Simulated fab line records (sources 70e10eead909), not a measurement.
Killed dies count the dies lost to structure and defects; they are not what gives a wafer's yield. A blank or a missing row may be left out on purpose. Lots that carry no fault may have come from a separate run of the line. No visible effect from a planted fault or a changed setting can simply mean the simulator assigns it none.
The tool behind it: which one? || flow nand harc || route of 1302 steps, sampled at 1 step: 24 lots, 72 wafers

== WHAT EACH GAUGE READ, for each wafer ==
NHARC_A_CONTACT_CD_MEAS_42 targets a cd of 300 nm.
{"lot": "L074", "measured": "day 21 14:40", "on": "cd sem-01", "cd nm (nm)": "299.9 300.2 300.2"}
{"lot": "L075", "measured": "day 21 19:20", "on": "cd sem-01", "cd nm (nm)": "299.9 299.2 299.8"}
{"lot": "L077", "measured": "day 22 13:31", "on": "cd sem-01", "cd nm (nm)": "300.2 301.0 301.1"}
{"lot": "L076", "measured": "day 22 14:12", "on": "cd sem-03", "cd nm (nm)": "299.9 299.1 299.4"}
{"lot": "L078", "measured": "day 23 05:43", "on": "cd sem-03", "cd nm (nm)": "298.9 299.4 299.4"}
{"lot": "L080", "measured": "day 23 21:47", "on": "cd sem-01", "cd nm (nm)": "300.1 300.4 299.4"}
{"lot": "L081", "measured": "day 23 22:10", "on": "cd sem-01", "cd nm (nm)": "299.8 299.5 299.2"}
{"lot": "L079", "measured": "day 24 05:56", "on": "cd sem-03", "cd nm (nm)": "299.5 299.9 299.6"}
{"lot": "L082", "measured": "day 24 18:42", "on": "cd sem-02", "cd nm (nm)": "300.4 299.6 299.8"}
{"lot": "L083", "measured": "day 25 12:36", "on": "cd sem-03", "cd nm (nm)": "299.8 298.7 301.2"}
{"lot": "L084", "measured": "day 26 00:14", "on": "cd sem-03", "cd nm (nm)": "298.6 300.5 299.9"}
{"lot": "L086", "measured": "day 26 03:18", "on": "cd sem-03", "cd nm (nm)": "299.2 298.9 299.6"}
{"lot": "L085", "measured": "day 26 04:22", "on": "cd sem-02", "cd nm (nm)": "299.2 300.3 300.0"}
{"lot": "L088", "measured": "day 27 08:09", "on": "cd sem-02", "cd nm (nm)": "300.2 300.6 299.8"}
{"lot": "L087", "measured": "day 27 08:18", "on": "cd sem-02", "cd nm (nm)": "299.8 299.5 299.8"}
{"lot": "L089", "measured": "day 27 19:10", "on": "cd sem-01", "cd nm (nm)": "300.3 299.8 300.3"}
{"lot": "L090", "measured": "day 27 20:02", "on": "cd sem-02", "cd nm (nm)": "299.5 299.8 300.2"}
{"lot": "L091", "measured": "day 28 06:08", "on": "cd sem-02", "cd nm (nm)": "299.7 299.3 300.7"}
{"lot": "L092", "measured": "day 29 15:39", "on": "cd sem-03", "cd nm (nm)": "300.1 300.5 300.1"}
{"lot": "L093", "measured": "day 29 19:17", "on": "cd sem-02", "cd nm (nm)": "300.7 299.5 299.8"}
{"lot": "L095", "measured": "day 30 04:50", "on": "cd sem-03", "cd nm (nm)": "300.1 300.4 300.5"}
{"lot": "L094", "measured": "day 30 05:04", "on": "cd sem-02", "cd nm (nm)": "299.7 300.2 299.8"}
{"lot": "L096", "measured": "day 30 23:40", "on": "cd sem-02", "cd nm (nm)": "299.8 300.1 299.6"}
{"lot": "L097", "measured": "day 30 23:59", "on": "cd sem-02", "cd nm (nm)": "300.5 300.5 300.4"}

== WHAT TOOL EACH LOT RAN ON (gives the tool, then ch and the chambers of the sampled wafers, and finally the start) ==
There is no process step in the record ahead of these readings.

== AS READ BY THE TOOLS THEMSELVES (means over the sampled wafers that have a number; for cases with no such wafer, the mark the record gives instead) ==
The record holds no such reading with a usual standard deviation.

== THE ANSWER, worked out from the rows above alone ==
Rule: usual is defined by the lots themselves. The widest of any qualifying gaps counts: lots, ordered by their means at a reading, are off when they make up no more than a third of the lots, leave a main group of 4 or more, and stand apart from it by 3 or more times the standard deviation of that group's means. If all means in a main group match to the digits the tables above print for the reading, that group is not used. Also off: a lot with no number at a reading for which 4 or more lots have one. All remaining lots with rows at the step are treated as sound. After the gauges, taken in route order, come the tools' own readings; for these a lot's mean is taken, as printed above. The first step at which some lot is off is used, and at that step the reading that is off furthest; a lot without a number counts as furthest.
None of the lots is off at any reading shown; this tells nothing.

== WHAT THE SIMULATOR PUT IN ==
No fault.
